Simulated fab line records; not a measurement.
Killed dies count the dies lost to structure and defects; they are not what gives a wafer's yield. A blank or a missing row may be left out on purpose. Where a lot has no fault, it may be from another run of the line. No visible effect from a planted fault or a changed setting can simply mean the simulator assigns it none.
Chamber matching	flow nand_harc	NHARC_A_CONTACT_DEP_58 on pecvd-03: 3 sister chambers
The step deposits SiON, target thk 60 nm. 3 wafers are shown with their chamber, then 12 later ones without.

## WAFERS, EACH WITH ITS CHAMBER
wafer	chamber	heater_power_w (W)
L095.3	0	616
L095.5	2	742
L095.6	1	733

## WAFERS WHOSE CHAMBER IS MISSING
wafer	heater_power_w (W)
L094.3	658
L094.4	753
L094.6	650
L094.1	764
L094.2	726
L094.5	730
L097.1	744
L097.2	828
L097.6	828
L096.1	649
L096.4	826
L096.6	805

## EACH ONE'S CHAMBER
wafer	from the rows above	in truth
L094.3	can't be placed: 0 or 1 or 2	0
L094.4	can't be placed: 2 or 1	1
L094.6	can't be placed: 0 or 1 or 2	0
L094.1	can't be placed: 2 or 1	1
L094.2	can't be placed: 1 or 2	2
L094.5	can't be placed: 1 or 2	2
L097.1	can't be placed: 2 or 1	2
L097.2	can't be placed: 2 or 1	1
L097.6	can't be placed: 2 or 1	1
L096.1	can't be placed: 0 or 1 or 2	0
L096.4	can't be placed: 2 or 1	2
L096.6	can't be placed: 2 or 1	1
Correctly placed: 0 of 12. Cannot be placed on the basis of these rows: 12; the candidates contain the true chamber in 12. Wrongly placed: 0.
How it was worked out, from the rows above alone: a wafer's distance from a chamber is the root of the sum, over the readings, of the square of ((its reading less the chamber's mean) divided by the reading's scatter). The wafer belongs to the nearest chamber; if the next one is less than 2 further off, it can't be placed. A chamber's mean is the mean of its shown wafers. The scatter (one wafer shown for each chamber): square how far every hidden wafer sits from the nearest shown wafer, average those squares and take the square root.
